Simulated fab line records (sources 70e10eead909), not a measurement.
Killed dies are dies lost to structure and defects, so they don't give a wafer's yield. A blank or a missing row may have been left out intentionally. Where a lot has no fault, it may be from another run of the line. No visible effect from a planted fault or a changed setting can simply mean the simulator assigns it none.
Which tool is to blame? / flow nand_harc / Sampling: 11 lots, 33 wafers, 5 of 1302 route steps

== WHAT THE GAUGES SHOWED, per wafer ==
NHARC_END_SORT_01. Usual: for defect_limited_yield, 91 % with a standard deviation of 3; for killed_at_array, 59 with a standard deviation of 20; for killed_at_other, 0.8 with a standard deviation of 1; for killed_at_periphery, 3.2 with a standard deviation of 2.1; for killed_dies, 63 with a standard deviation of 21; for killed_open, 3.0 with a standard deviation of 1.9; for killed_short, 2.3 with a standard deviation of 1.5.
lot=L278; measured=day 27 13:31; on=prober-02; defect_limited_yield (%)=88 89 88; killed_at_array=74 74 75; killed_at_other=0 0 0; killed_at_periphery=4 2 6; killed_dies=78 76 81; killed_open=3 3 2; killed_short=0 1 4; flag=
lot=L280; measured=day 28 06:17; on=prober-01; defect_limited_yield (%)=94 93 94; killed_at_array=34 42 37; killed_at_other=3 2 1; killed_at_periphery=6 4 2; killed_dies=43 48 40; killed_open=1 7 1; killed_short=3 4 4; flag=
lot=L279; measured=day 28 15:27; on=prober-02; defect_limited_yield (%)=87 87 89; killed_at_array=78 84 72; killed_at_other=3 0 1; killed_at_periphery=4 1 4; killed_dies=85 85 77; killed_open=4 2 5; killed_short=2 2 7; flag=
lot=L284; measured=day 30 06:14; on=prober-01; defect_limited_yield (%)=89 88 89; killed_at_array=67 78 66; killed_at_other=0 0 0; killed_at_periphery=6 5 9; killed_dies=73 83 75; killed_open=9 3 5; killed_short=2 2 4; flag=
lot=L285; measured=day 30 14:04; on=prober-01; defect_limited_yield (%)=96 97 96; killed_at_array=24 21 23; killed_at_other=0 0 0; killed_at_periphery=4 2 2; killed_dies=28 23 25; killed_open=4 3 4; killed_short=2 2 0; flag=
lot=L286; measured=day 30 22:38; on=prober-01; defect_limited_yield (%)=86 87 89; killed_at_array=91 80 71; killed_at_other=1 0 0; killed_at_periphery=5 8 6; killed_dies=97 88 77; killed_open=4 2 1; killed_short=2 1 3; flag=
lot=L287; measured=day 31 09:19; on=prober-01; defect_limited_yield (%)=91 91 90; killed_at_array=55 60 66; killed_at_other=0 2 0; killed_at_periphery=3 1 1; killed_dies=58 63 67; killed_open=1 3 3; killed_short=2 2 2; flag=
lot=L288; measured=day 32 00:10; on=prober-01; defect_limited_yield (%)=86 87 88; killed_at_array=89 83 79; killed_at_other=0 0 2; killed_at_periphery=3 5 1; killed_dies=92 88 82; killed_open=1 2 4; killed_short=6 3 2; flag=
lot=L289; measured=day 32 17:53; on=prober-01; defect_limited_yield (%)=90 90 91; killed_at_array=64 66 62; killed_at_other=2 0 0; killed_at_periphery=2 2 2; killed_dies=68 68 64; killed_open=8 4 3; killed_short=1 2 2; flag=
lot=L291; measured=day 33 21:05; on=prober-01; defect_limited_yield (%)=93 92 92; killed_at_array=47 51 48; killed_at_other=2 2 4; killed_at_periphery=0 3 3; killed_dies=49 56 55; killed_open=1 2 1; killed_short=3 3 4; flag=
lot=L292; measured=day 33 11:40; on=prober-01; defect_limited_yield (%)=89 91 91; killed_at_array=70 60 54; killed_at_other=0 1 1; killed_at_periphery=4 3 6; killed_dies=74 64 61; killed_open=2 7 0; killed_short=1 1 0; flag=

== EACH LOT AND THE TOOL THAT RAN IT (in order: tool; ch and the chambers of the sampled wafers; start) ==
lot=L278; NHARC_P_M2_DEP_33=pecvd-02 ch 0,2, day 9 20:06; NHARC_P_BONDPAD_CMP_32=cmp-02 ch 0,2,3, day 9 20:52; NHARC_P_BONDPAD_ETCH_37=rie_diel-12 ch 0,2,3, day 9 22:00; NHARC_P_BONDPAD_ETCH_12=rie_diel-12 ch 0,1,2, day 9 22:05
lot=L280; NHARC_P_M2_DEP_33=pecvd-04 ch 0,1, day 10 11:53; NHARC_P_BONDPAD_CMP_32=cmp-01 ch 0,1,3, day 10 12:43; NHARC_P_BONDPAD_ETCH_37=rie_diel-12 ch 0,1,2, day 10 13:40; NHARC_P_BONDPAD_ETCH_12=rie_diel-12 ch 0,2,3, day 10 13:46
lot=L279; NHARC_P_M2_DEP_33=pecvd-02 ch 0,1,2, day 10 12:55; NHARC_P_BONDPAD_CMP_32=cmp-02 ch 0,2, day 10 13:43; NHARC_P_BONDPAD_ETCH_37=rie_diel-12 ch 0,1,2, day 10 14:50; NHARC_P_BONDPAD_ETCH_12=rie_diel-12 ch 1,2,3, day 10 14:56
lot=L284; NHARC_P_M2_DEP_33=pecvd-03 ch 0,2, day 12 12:00; NHARC_P_BONDPAD_CMP_32=cmp-02 ch 0,1,2, day 12 12:47; NHARC_P_BONDPAD_ETCH_37=rie_diel-01 ch 0,1,2, day 12 13:52; NHARC_P_BONDPAD_ETCH_12=rie_diel-01 ch 0,3, day 12 13:58
lot=L285; NHARC_P_M2_DEP_33=pecvd-02 ch 0,2, day 12 12:58; NHARC_P_BONDPAD_CMP_32=cmp-02 ch 0,1,3, day 12 13:56; NHARC_P_BONDPAD_ETCH_37=rie_diel-01 ch 1,2,3, day 12 15:04; NHARC_P_BONDPAD_ETCH_12=rie_diel-01 ch 1,2,3, day 12 15:09
lot=L286; NHARC_P_M2_DEP_33=pecvd-04 ch 0,1,2, day 13 07:28; NHARC_P_BONDPAD_CMP_32=cmp-02 ch 0,3, day 13 08:21; NHARC_P_BONDPAD_ETCH_37=rie_diel-06 ch 0,1,2, day 13 09:20; NHARC_P_BONDPAD_ETCH_12=rie_diel-06 ch 0,1,3, day 13 09:26
lot=L287; NHARC_P_M2_DEP_33=pecvd-02 ch 0,1, day 13 19:19; NHARC_P_BONDPAD_CMP_32=cmp-02 ch 0,1,2, day 13 20:22; NHARC_P_BONDPAD_ETCH_37=rie_diel-12 ch 1,2, day 13 21:26; NHARC_P_BONDPAD_ETCH_12=rie_diel-12 ch 1,2,3, day 13 21:33
lot=L288; NHARC_P_M2_DEP_33=pecvd-02 ch 0,1, day 13 23:37; NHARC_P_BONDPAD_CMP_32=cmp-02 ch 0,2,3, day 14 00:35; NHARC_P_BONDPAD_ETCH_37=rie_diel-12 ch 1,2, day 14 01:43; NHARC_P_BONDPAD_ETCH_12=rie_diel-12 ch 0,2, day 14 01:49
lot=L289; NHARC_P_M2_DEP_33=pecvd-04 ch 1,2, day 14 20:31; NHARC_P_BONDPAD_CMP_32=cmp-01 ch 0,3, day 14 21:22; NHARC_P_BONDPAD_ETCH_37=rie_diel-12 ch 0,1, day 14 22:29; NHARC_P_BONDPAD_ETCH_12=rie_diel-12 ch 0,3, day 14 22:35
lot=L291; NHARC_P_M2_DEP_33=pecvd-02 ch 0,1, day 15 03:45; NHARC_P_BONDPAD_CMP_32=cmp-01 ch 1,2,3, day 15 04:35; NHARC_P_BONDPAD_ETCH_37=rie_diel-01 ch 1,3, day 15 05:39; NHARC_P_BONDPAD_ETCH_12=rie_diel-01 ch 0,1,3, day 15 05:45
lot=L292; NHARC_P_M2_DEP_33=pecvd-03 ch 0,1,2, day 15 17:14; NHARC_P_BONDPAD_CMP_32=cmp-01 ch 0,2, day 15 18:02; NHARC_P_BONDPAD_ETCH_37=rie_diel-12 ch 1,3, day 15 19:02; NHARC_P_BONDPAD_ETCH_12=rie_diel-12 ch 0,1, day 15 19:10
- NHARC_P_M2_DEP_33: deposits SiCN, target thk 30 nm.
- NHARC_P_BONDPAD_CMP_32: polishes SiCN, target thk 200 nm.
- NHARC_P_BONDPAD_ETCH_37: etches the open film in N2/H2, target depth 60 nm, overetch 18 nm, time 65.91 s.
- NHARC_P_BONDPAD_ETCH_12: etches the open film in CHF3/O2, target depth 200 nm, time 100 s.

== AS READ BY THE TOOLS THEMSELVES (means over the sampled wafers that have a number; for cases with no such wafer, the mark the record gives instead) ==
NHARC_P_M2_DEP_33. Usual: 617 W for heater_power_w, sd 78.
lot=L278; tool=pecvd-02; heater_power_w (W)=671; flag=
lot=L280; tool=pecvd-04; heater_power_w (W)=623; flag=
lot=L279; tool=pecvd-02; heater_power_w (W)=639; flag=
lot=L284; tool=pecvd-03; heater_power_w (W)=613; flag=
lot=L285; tool=pecvd-02; heater_power_w (W)=678; flag=
lot=L286; tool=pecvd-04; heater_power_w (W)=601; flag=
lot=L287; tool=pecvd-02; heater_power_w (W)=659; flag=
lot=L288; tool=pecvd-02; heater_power_w (W)=612; flag=
lot=L289; tool=pecvd-04; heater_power_w (W)=681; flag=
lot=L291; tool=pecvd-02; heater_power_w (W)=621; flag=
lot=L292; tool=pecvd-03; heater_power_w (W)=562; flag=

NHARC_P_BONDPAD_CMP_32. Usual: 11.9 A for motor_current_A, sd 0.76.
lot=L278; tool=cmp-02; motor_current_A (A)=11.9; flag=
lot=L280; tool=cmp-01; motor_current_A (A)=11.6; flag=
lot=L279; tool=cmp-02; motor_current_A (A)=11.7; flag=
lot=L284; tool=cmp-02; motor_current_A (A)=11.7; flag=
lot=L285; tool=cmp-02; motor_current_A (A)=12.2; flag=
lot=L286; tool=cmp-02; motor_current_A (A)=12.0; flag=
lot=L287; tool=cmp-02; motor_current_A (A)=12.0; flag=
lot=L288; tool=cmp-02; motor_current_A (A)=12.2; flag=
lot=L289; tool=cmp-01; motor_current_A (A)=12.0; flag=
lot=L291; tool=cmp-01; motor_current_A (A)=11.4; flag=
lot=L292; tool=cmp-01; motor_current_A (A)=11.4; flag=

NHARC_P_BONDPAD_ETCH_37. Usual: chamber_pressure_mTorr 29.999 mTorr, standard deviation 0.028; drypump_motor_current_A 5.7 A, standard deviation 0.48; n2_flow_sccm 149.9 sccm, standard deviation 0.48; oes_product_au 1.001 a.u., standard deviation 0.0091; rf_fwd_power_W 396.5 W, standard deviation 1.6; rf_vpp_V 429.0 V, standard deviation 2.4; showerhead_plenum_p_Torr 1.98 Torr, standard deviation 0.083; throttle_valve_pct 14.171 %, standard deviation 0.0094.
lot=L278; tool=rie_diel-12; chamber_pressure_mTorr (mTorr)=29.990; drypump_motor_current_A (A)=5.7; n2_flow_sccm (sccm)=150.1; oes_product_au (a.u.)=1.007; rf_fwd_power_W (W)=396.1; rf_vpp_V (V)=428.2; showerhead_plenum_p_Torr (Torr)=1.96; throttle_valve_pct (%)=14.166; flag=
lot=L280; tool=rie_diel-12; chamber_pressure_mTorr (mTorr)=29.975; drypump_motor_current_A (A)=5.4; n2_flow_sccm (sccm)=150.0; oes_product_au (a.u.)=0.997; rf_fwd_power_W (W)=396.6; rf_vpp_V (V)=428.5; showerhead_plenum_p_Torr (Torr)=1.96; throttle_valve_pct (%)=14.172; flag=
lot=L279; tool=rie_diel-12; chamber_pressure_mTorr (mTorr)=30.015; drypump_motor_current_A (A)=5.4; n2_flow_sccm (sccm)=149.6; oes_product_au (a.u.)=0.999; rf_fwd_power_W (W)=396.8; rf_vpp_V (V)=428.2; showerhead_plenum_p_Torr (Torr)=1.96; throttle_valve_pct (%)=14.167; flag=
lot=L284; tool=rie_diel-01; chamber_pressure_mTorr (mTorr)=30.044; drypump_motor_current_A (A)=5.7; n2_flow_sccm (sccm)=149.8; oes_product_au (a.u.)=1.005; rf_fwd_power_W (W)=394.3; rf_vpp_V (V)=432.8; showerhead_plenum_p_Torr (Torr)=2.06; throttle_valve_pct (%)=14.172; flag=
lot=L285; tool=rie_diel-01; chamber_pressure_mTorr (mTorr)=29.997; drypump_motor_current_A (A)=5.8; n2_flow_sccm (sccm)=150.0; oes_product_au (a.u.)=0.999; rf_fwd_power_W (W)=394.7; rf_vpp_V (V)=429.2; showerhead_plenum_p_Torr (Torr)=2.00; throttle_valve_pct (%)=14.164; flag=
lot=L286; tool=rie_diel-06; chamber_pressure_mTorr (mTorr)=30.004; drypump_motor_current_A (A)=6.2; n2_flow_sccm (sccm)=150.4; oes_product_au (a.u.)=1.004; rf_fwd_power_W (W)=395.5; rf_vpp_V (V)=428.2; showerhead_plenum_p_Torr (Torr)=1.95; throttle_valve_pct (%)=14.165; flag=
lot=L287; tool=rie_diel-12; chamber_pressure_mTorr (mTorr)=29.978; drypump_motor_current_A (A)=5.5; n2_flow_sccm (sccm)=149.8; oes_product_au (a.u.)=1.003; rf_fwd_power_W (W)=397.0; rf_vpp_V (V)=427.2; showerhead_plenum_p_Torr (Torr)=1.91; throttle_valve_pct (%)=14.172; flag=
lot=L288; tool=rie_diel-12; chamber_pressure_mTorr (mTorr)=29.996; drypump_motor_current_A (A)=5.2; n2_flow_sccm (sccm)=149.9; oes_product_au (a.u.)=1.008; rf_fwd_power_W (W)=397.7; rf_vpp_V (V)=427.5; showerhead_plenum_p_Torr (Torr)=1.90; throttle_valve_pct (%)=14.171; flag=
lot=L289; tool=rie_diel-12; chamber_pressure_mTorr (mTorr)=29.992; drypump_motor_current_A (A)=5.3; n2_flow_sccm (sccm)=149.8; oes_product_au (a.u.)=0.987; rf_fwd_power_W (W)=397.7; rf_vpp_V (V)=429.5; showerhead_plenum_p_Torr (Torr)=2.00; throttle_valve_pct (%)=14.176; flag=
lot=L291; tool=rie_diel-01; chamber_pressure_mTorr (mTorr)=29.975; drypump_motor_current_A (A)=6.2; n2_flow_sccm (sccm)=149.2; oes_product_au (a.u.)=1.004; rf_fwd_power_W (W)=396.9; rf_vpp_V (V)=428.3; showerhead_plenum_p_Torr (Torr)=1.98; throttle_valve_pct (%)=14.175; flag=
lot=L292; tool=rie_diel-12; chamber_pressure_mTorr (mTorr)=30.007; drypump_motor_current_A (A)=5.3; n2_flow_sccm (sccm)=150.2; oes_product_au (a.u.)=1.003; rf_fwd_power_W (W)=397.8; rf_vpp_V (V)=426.6; showerhead_plenum_p_Torr (Torr)=1.90; throttle_valve_pct (%)=14.174; flag=

NHARC_P_BONDPAD_ETCH_12. Usual: for chamber_pressure_mTorr, 25.003 mTorr with a standard deviation of 0.023; for drypump_motor_current_A, 5.7 A with a standard deviation of 0.45; for oes_product_au, 0.936 a.u. with a standard deviation of 0.021; for rf_fwd_power_W, 496.6 W with a standard deviation of 1.6; for rf_vpp_V, 369.2 V with a standard deviation of 2.2; for showerhead_plenum_p_Torr, 2.34 Torr with a standard deviation of 0.091; for throttle_valve_pct, 20.572 % with a standard deviation of 0.0098.
lot=L278; tool=rie_diel-12; chamber_pressure_mTorr (mTorr)=25.012; drypump_motor_current_A (A)=5.4; oes_product_au (a.u.)=1.214; rf_fwd_power_W (W)=695.5; rf_vpp_V (V)=368.9; showerhead_plenum_p_Torr (Torr)=2.31; throttle_valve_pct (%)=20.579; flag=OFF
lot=L280; tool=rie_diel-12; chamber_pressure_mTorr (mTorr)=25.003; drypump_motor_current_A (A)=5.7; oes_product_au (a.u.)=1.175; rf_fwd_power_W (W)=697.7; rf_vpp_V (V)=368.4; showerhead_plenum_p_Torr (Torr)=2.31; throttle_valve_pct (%)=20.574; flag=OFF
lot=L279; tool=rie_diel-12; chamber_pressure_mTorr (mTorr)=25.008; drypump_motor_current_A (A)=5.5; oes_product_au (a.u.)=1.198; rf_fwd_power_W (W)=696.7; rf_vpp_V (V)=367.9; showerhead_plenum_p_Torr (Torr)=2.26; throttle_valve_pct (%)=20.574; flag=OFF
lot=L284; tool=rie_diel-01; chamber_pressure_mTorr (mTorr)=24.993; drypump_motor_current_A (A)=6.4; oes_product_au (a.u.)=0.922; rf_fwd_power_W (W)=496.5; rf_vpp_V (V)=372.5; showerhead_plenum_p_Torr (Torr)=2.49; throttle_valve_pct (%)=20.561; flag=
lot=L285; tool=rie_diel-01; chamber_pressure_mTorr (mTorr)=25.005; drypump_motor_current_A (A)=5.8; oes_product_au (a.u.)=0.924; rf_fwd_power_W (W)=495.9; rf_vpp_V (V)=369.6; showerhead_plenum_p_Torr (Torr)=2.36; throttle_valve_pct (%)=20.575; flag=
lot=L286; tool=rie_diel-06; chamber_pressure_mTorr (mTorr)=25.007; drypump_motor_current_A (A)=6.0; oes_product_au (a.u.)=0.926; rf_fwd_power_W (W)=496.8; rf_vpp_V (V)=368.5; showerhead_plenum_p_Torr (Torr)=2.33; throttle_valve_pct (%)=20.571; flag=
lot=L287; tool=rie_diel-12; chamber_pressure_mTorr (mTorr)=24.982; drypump_motor_current_A (A)=5.5; oes_product_au (a.u.)=0.927; rf_fwd_power_W (W)=497.1; rf_vpp_V (V)=366.9; showerhead_plenum_p_Torr (Torr)=2.26; throttle_valve_pct (%)=20.568; flag=
lot=L288; tool=rie_diel-12; chamber_pressure_mTorr (mTorr)=25.007; drypump_motor_current_A (A)=5.6; oes_product_au (a.u.)=0.921; rf_fwd_power_W (W)=495.9; rf_vpp_V (V)=369.9; showerhead_plenum_p_Torr (Torr)=2.37; throttle_valve_pct (%)=20.565; flag=
lot=L289; tool=rie_diel-12; chamber_pressure_mTorr (mTorr)=24.996; drypump_motor_current_A (A)=5.8; oes_product_au (a.u.)=0.913; rf_fwd_power_W (W)=499.1; rf_vpp_V (V)=369.1; showerhead_plenum_p_Torr (Torr)=2.31; throttle_valve_pct (%)=20.576; flag=
lot=L291; tool=rie_diel-01; chamber_pressure_mTorr (mTorr)=24.982; drypump_motor_current_A (A)=6.1; oes_product_au (a.u.)=0.927; rf_fwd_power_W (W)=495.4; rf_vpp_V (V)=370.9; showerhead_plenum_p_Torr (Torr)=2.40; throttle_valve_pct (%)=20.575; flag=
lot=L292; tool=rie_diel-12; chamber_pressure_mTorr (mTorr)=25.008; drypump_motor_current_A (A)=5.1; oes_product_au (a.u.)=0.927; rf_fwd_power_W (W)=498.9; rf_vpp_V (V)=368.7; showerhead_plenum_p_Torr (Torr)=2.31; throttle_valve_pct (%)=20.572; flag=

== THE ANSWER, worked out from the rows above alone ==
Rule: a lot counts as off when the mean over its wafers that have a number is more than 3 standard deviations away from the usual mean. A lot without any number at a reading at which 4 lots or more have one is off too. All remaining lots with rows at the step are treated as sound. The gauges are gone through in route order, then the tools' own readings, and for those a lot's mean is taken as printed above. At the first step where some lot is off, the reading lying furthest off is the one used; lots without a number count as furthest.
Off at NHARC_P_BONDPAD_ETCH_12 (rf_fwd_power_W): L278, L280, L279.
A tool fits if, at that step or a process step before it, it ran every lot that is off, and no sound lot after the first of them. Not one of the candidates tried fits.

== WHAT HAD BEEN PUT IN BY THE SIMULATOR ==
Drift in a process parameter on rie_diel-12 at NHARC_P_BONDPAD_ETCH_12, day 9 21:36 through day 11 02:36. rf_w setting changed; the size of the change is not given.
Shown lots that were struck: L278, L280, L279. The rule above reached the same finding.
